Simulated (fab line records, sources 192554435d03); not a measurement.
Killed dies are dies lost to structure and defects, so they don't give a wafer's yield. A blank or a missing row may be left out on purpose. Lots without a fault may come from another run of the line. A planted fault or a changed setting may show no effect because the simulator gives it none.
Chamber matching | flow n5_finfet | N5_MOL_CONTACT_COAG_STRIP_96 on rie_diel-06: 3 sister chambers
The step strips in N2/H2. 6 wafers are shown with their chamber, then 7 later ones without.

WAFERS WITH THEIR CHAMBER
wafer  | chamber | drypump_motor_current_A (A) | oes_product_au (a.u.)
L087.1 | 2       | 5.4                         | 0.68
L087.4 | 3       | 6.5                         | 0.86
L090.3 | 1       | 6.0                         | 0.69
L090.4 | 1       | 6.0                         | 0.69
L090.6 | 2       | 5.5                         | 0.69
L091.1 | 3       | 6.5                         | 0.85

WAFERS WITHOUT THEIR CHAMBER
wafer  | drypump_motor_current_A (A) | oes_product_au (a.u.)
L091.5 | 6.0                         | 0.69
L091.6 | 5.4                         | 0.68
L094.2 | 6.5                         | 0.84
L094.4 | 5.5                         | 0.68
L094.5 | 6.5                         | 0.84
L097.5 | 6.5                         | 0.81
L097.6 | 5.4                         | 0.67

WHICH CHAMBER EACH WENT THROUGH
wafer  | from the rows above | in truth
L091.5 | 1                   | 1
L091.6 | 2                   | 2
L094.2 | 3                   | 3
L094.4 | 2                   | 2
L094.5 | 3                   | 3
L097.5 | 3                   | 3
L097.6 | 2                   | 2
Placed correctly: 7 of 7. Can't be placed from these rows: 0. Placed wrongly: 0.
How it was worked out, from the rows above alone: a wafer's distance from a chamber is the root of the sum, over the readings, of the square of ((its reading less the chamber's mean) divided by the reading's scatter). The wafer belongs to the nearest chamber; if the next one is less than 2 further off, it can't be placed. A chamber's mean is the mean of its shown wafers. The scatter: the root of (the sum of the squares of (reading less its chamber's mean) over the shown wafers, divided by (wafers less chambers)).
